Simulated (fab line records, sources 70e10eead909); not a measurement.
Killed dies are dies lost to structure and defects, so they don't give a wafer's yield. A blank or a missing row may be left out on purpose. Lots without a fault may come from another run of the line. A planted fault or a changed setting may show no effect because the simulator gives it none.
Which tool did it? | flow nand_harc | 6 lots, 18 wafers sampled, at 3 steps of a route of 1302

WHAT THE GAUGES READ, wafer by wafer
NHARC_P_GATE_CD_MEAS_46: target cd 720 nm.
lot  | measured     | on        | cd_nm (nm)
L254 | day 5 21:52  | cd_sem-01 | 722 724 723
L257 | day 7 06:43  | cd_sem-02 | 721 722 717
L258 | day 7 21:49  | cd_sem-02 | 700 701 702
L269 | day 12 01:41 | cd_sem-03 | 718 719 721
L273 | day 14 01:42 | cd_sem-02 | 721 717 718
L275 | day 14 16:40 | cd_sem-02 | 723 724 724

WHICH TOOL RAN EACH LOT (tool, then ch and the chambers of the sampled wafers, then the start)
lot  | NHARC_P_GATE_HM_DEP_102       | NHARC_P_GATE_EXPOSE_43
L254 | acl_dep-02 ch 0, day 5 08:44  | krf_scanner-01 ch 0, day 5 21:43
L257 | acl_dep-01 ch 0, day 6 17:24  | krf_scanner-01 ch 0, day 7 06:33
L258 | acl_dep-02 ch 0, day 7 08:34  | krf_scanner-01 ch 0, day 7 21:40
L269 | acl_dep-01 ch 0, day 11 12:27 | krf_scanner-01 ch 0, day 12 01:32
L273 | acl_dep-03 ch 0, day 13 12:24 | krf_scanner-03 ch 0, day 14 01:32
L275 | acl_dep-02 ch 0, day 14 03:25 | krf_scanner-01 ch 0, day 14 16:31
- NHARC_P_GATE_HM_DEP_102: deposits aC, target thk 120 nm.
- NHARC_P_GATE_EXPOSE_43: exposes mask P NSD, target cd 720 nm.

THE ANSWER, worked out from the rows above alone
Rule: what is usual is taken from the lots themselves. Put in order of their means at a reading, lots are off if they are a third of the lots or fewer, leave a main group of 4 or more, and stand apart from it by a gap of 3 or more times the standard deviation of the main group's means; of several such gaps the widest counts. A main group whose means are all the same, to the digits that the tables above print for the reading, isn't used. A lot without any number at a reading at which 4 lots or more have one is off too. The other lots that the step has rows for count as sound.
Off: L258, at NHARC_P_GATE_CD_MEAS_46 (cd_nm). The main group: mean 721 nm, standard deviation 2.
A tool fits if, at a process step before that reading, it ran every lot that is off, and no sound lot after the first of them. The gauges at NHARC_P_GATE_CD_MEAS_46 are tried like those tools. None of those tried fits.

WHAT THE SIMULATOR HAD PUT IN
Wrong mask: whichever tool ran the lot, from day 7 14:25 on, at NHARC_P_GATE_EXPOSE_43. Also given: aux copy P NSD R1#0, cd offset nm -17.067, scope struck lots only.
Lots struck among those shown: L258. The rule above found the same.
